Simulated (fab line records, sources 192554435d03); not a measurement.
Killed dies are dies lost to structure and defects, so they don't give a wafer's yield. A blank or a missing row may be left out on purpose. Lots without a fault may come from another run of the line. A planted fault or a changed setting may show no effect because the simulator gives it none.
Split-lot experiment | flow n5_finfet | 7 lots, 21 wafers read, on a route of 1938 steps

THE SPLIT
At N5_HKMG_FIN_ETCH_55 (etches SOC in N2/H2, target depth 240 nm, time 300 s), the setting time_s was moved away from the recipe's 300 s on 6 of the 21 wafers read, by -12.7% to +16.7%. The other wafers ran this setting at the recipe's value.

The reading is taken at the split's own step.

THE READING
HKMG_FIN.feature_depth_nm (the simulator's own value, which no gauge read), in nm, at N5_HKMG_FIN_ETCH_55 (etches SOC in N2/H2, target depth 240 nm, time 300 s). The file gives no usual value for it. The 15 wafers here that ran the recipe average 239.1 nm, standard deviation 5.9 nm.

wafer  | tool, chamber at the split | time_s as run, s | against the recipe | HKMG_FIN.feature_depth_nm, nm | against lot-mates on the recipe
L075.1 | rie_diel-04, 3             | 350              | +16.7%             | 286.4                         | +50.4
L075.3 | rie_diel-04, 0             | 300              | recipe             | 231                           | -
L075.4 | rie_diel-04, 3             | 300              | recipe             | 241                           | -
L079.1 | rie_diel-06, 1             | 300              | recipe             | 247.8                         | -
L079.3 | rie_diel-06, 2             | 317.8            | +5.9%              | 260                           | +13.8
L079.5 | rie_diel-06, 2             | 300              | recipe             | 244.6                         | -
L081.2 | rie_diel-06, 2             | 300              | recipe             | 244.6                         | -
L081.4 | rie_diel-06, 0             | 300              | recipe             | 237.2                         | -
L081.6 | rie_diel-06, 1             | 300              | recipe             | 247                           | -
L083.1 | rie_diel-04, 1             | 300              | recipe             | 238.6                         | -
L083.4 | rie_diel-04, 3             | 262              | -12.7%             | 215                           | -23.6
L083.5 | rie_diel-04, 0             | 262              | -12.7%             | 203.6                         | -35.0
L085.1 | rie_diel-05, 1             | 300              | recipe             | 236.8                         | -
L085.2 | rie_diel-05, 2             | 300              | recipe             | 228.8                         | -
L085.6 | rie_diel-05, 2             | 300              | recipe             | 229.4                         | -
L087.1 | rie_diel-06, 2             | 300              | recipe             | 243                           | -
L087.2 | rie_diel-06, 0             | 300              | recipe             | 235.8                         | -
L087.3 | rie_diel-06, 1             | 300              | recipe             | 243.6                         | -
L097.1 | rie_diel-06, 0             | 300              | recipe             | 237.4                         | -
L097.3 | rie_diel-06, 1             | 262.7            | -12.4%             | 215.4                         | -22.0
L097.5 | rie_diel-06, 3             | 262.7            | -12.4%             | 220.6                         | -16.8

THE FIT
A straight line over all 21 wafers: HKMG_FIN.feature_depth_nm changes by +2.37 nm for each +1% of time_s; r = +0.93; the points scatter about the line by 6.5 nm.
The same after taking each lot's own level away (the mean of its wafers on the recipe; 21 wafers): +2.32 nm for each +1%; r = +0.95; scatter 5.3 nm.
On that fit, the largest move of time_s shifts the reading by 39 nm.
The lots' own levels span 231.67 to 246.20 nm, that is 2.5 times the standard deviation above.
So the lot-to-lot level changes the slope little: the two slopes agree.
Check: with one of the wafers moved furthest among these (+16.7%) left out of the fit, the line predicts +33.1 nm for it against its lot-mates. It came out at +50.4 nm against them.

OTHER SPLITS ON THESE WAFERS
These wafers also went through other splits before the reading. Each is held against what the fit with the lots' levels taken away leaves over:
other split on the same wafers       | wafers away from the commonest value | r with HKMG_FIN.feature_depth_nm (lot level and that fit taken away)
N5_FIN_SAQP_HM_DEP_03 time_s         | 5                                    | +0.03
N5_FIN_SAQP_EXPOSE_13 dose_mj        | 5                                    | -0.36
N5_STI_FIN_REVEAL_ETCHBACK_08 time_s | 5                                    | +0.05
N5_SD_EPI_N_COAT_33 spin_rpm         | 7                                    | -0.01
N5_SD_EPI_N_PEB_07 peb_temp_c        | 9                                    | -0.11

THE WHOLE CHAIN: every reading that the file lists as answering this split, in the file's order
step                | what it does                                         | reading                                                                    | change (the file's fit)              | r (the file's)
N5_HKMG_FIN_ETCH_55 | etches SOC in N2/H2, target depth 240 nm, time 300 s | etch.depth_nm (the simulator's own value, which no gauge read)             | +2.44 nm for each +1% of the setting | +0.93
N5_HKMG_FIN_ETCH_55 | etches SOC in N2/H2, target depth 240 nm, time 300 s | HKMG_FIN.feature_depth_nm (the simulator's own value, which no gauge read) | +2.44 nm for each +1% of the setting | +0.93

THE FILE'S OWN FIT
HKMG_FIN.feature_depth_nm changes by +2.44 nm for each +1% of time_s, r = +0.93.
